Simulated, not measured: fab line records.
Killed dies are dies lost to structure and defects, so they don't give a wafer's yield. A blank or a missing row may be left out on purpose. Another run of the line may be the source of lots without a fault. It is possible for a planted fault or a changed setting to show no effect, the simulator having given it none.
Matching of chambers    flow nand_harc    NHARC_A_SLIT_DEP_25 on pecvd-01: 3 sister chambers
The step deposits SiO2, target thk 200 nm. 6 wafers are shown with their chamber, then 7 later ones without.

## WAFERS, EACH WITH ITS CHAMBER
wafer   chamber  throttle_valve_pct (%)  heater_power_w (W)
L082.1  2        16.4                    645
L082.3  1        15.4                    529
L086.3  1        15.4                    455
L086.6  0        16.3                    678
L092.1  0        16.4                    684
L092.3  2        16.4                    610

## WAFERS WITH NO CHAMBER GIVEN
wafer   throttle_valve_pct (%)  heater_power_w (W)
L092.4  16.3                    694
L093.1  15.3                    527
L093.5  16.0                    669
L093.6  16.4                    647
L094.1  15.3                    475
L094.2  15.9                    749
L094.4  16.1                    762

## WHICH CHAMBER EACH ONE RAN IN
wafer   from the rows above      in truth
L092.4  can't be placed: 0 or 2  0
L093.1  1                        1
L093.5  can't be placed: 0 or 2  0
L093.6  can't be placed: 2 or 0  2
L094.1  1                        1
L094.2  can't be placed: 0 or 2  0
L094.4  can't be placed: 0 or 2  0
Correctly placed: 2 of 7. Can't be placed from these rows: 5 (the true chamber is among the candidates in 5). Placed wrongly: 0.
How it was worked out, from the rows above alone: a wafer's distance from a chamber is the root of the sum, over the readings, of the square of ((its reading less the chamber's mean) divided by the reading's scatter). If the next closest chamber is less than 2 further off than the closest, the wafer can't be placed; otherwise it belongs to the closest. A chamber's mean is the mean of its shown wafers. The scatter is the square root of a quotient: the sum, over the shown wafers, of each reading's squared deviation from its chamber's mean, divided by wafers minus chambers.
